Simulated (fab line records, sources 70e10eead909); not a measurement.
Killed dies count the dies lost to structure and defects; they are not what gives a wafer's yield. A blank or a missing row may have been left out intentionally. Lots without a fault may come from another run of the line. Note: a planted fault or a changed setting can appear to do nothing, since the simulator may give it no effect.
Chamber matching :: flow nandHarc :: NHARC_P_GATE_ALD_36 on aldSin-01 has 4 sister chambers
The step deposits SiNx, target thk 20 nm, pulse time 60 s, ald cycles 223. 4 wafers are shown with their chamber, then 8 later ones without.

WAFERS, EACH WITH ITS CHAMBER
wafer: L085.3
chamber: 1
heaterPowerW (W): 799

wafer: L085.2
chamber: 0
heaterPowerW (W): 767

wafer: L088.6
chamber: 3
heaterPowerW (W): 933

wafer: L090.1
chamber: 2
heaterPowerW (W): 806

WAFERS WHOSE CHAMBER IS MISSING
wafer: L090.3
heaterPowerW (W): 942

wafer: L090.5
heaterPowerW (W): 963

wafer: L093.1
heaterPowerW (W): 783

wafer: L093.3
heaterPowerW (W): 829

wafer: L093.2
heaterPowerW (W): 931

wafer: L096.2
heaterPowerW (W): 949

wafer: L096.1
heaterPowerW (W): 783

wafer: L096.6
heaterPowerW (W): 823

WHICH CHAMBER EACH ONE RAN IN
wafer: L090.3
from the rows above: 3
in truth: 3

wafer: L090.5
from the rows above: 3
in truth: 3

wafer: L093.1
from the rows above: can't be placed: 0 or 1 or 2
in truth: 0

wafer: L093.3
from the rows above: can't be placed: 2 or 1
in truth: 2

wafer: L093.2
from the rows above: 3
in truth: 3

wafer: L096.2
from the rows above: 3
in truth: 3

wafer: L096.1
from the rows above: can't be placed: 0 or 1 or 2
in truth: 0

wafer: L096.6
from the rows above: can't be placed: 2 or 1
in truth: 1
4 of 8 placed correctly. From these rows, 4 cannot be placed; in 4 the true chamber is one of the candidates. Placed wrongly: 0.
How it was worked out, from the rows above alone: a wafer's distance from a chamber is the root of the sum, over the readings, of the square of ((its reading less the chamber's mean) divided by the reading's scatter). The wafer belongs to the nearest chamber; if the next one is less than 2 further off, it can't be placed. Each chamber's mean is taken over the wafers shown for it. The scatter: with one shown wafer a chamber, the root of the mean of the squares of how far each hidden wafer lies from its nearest shown one.
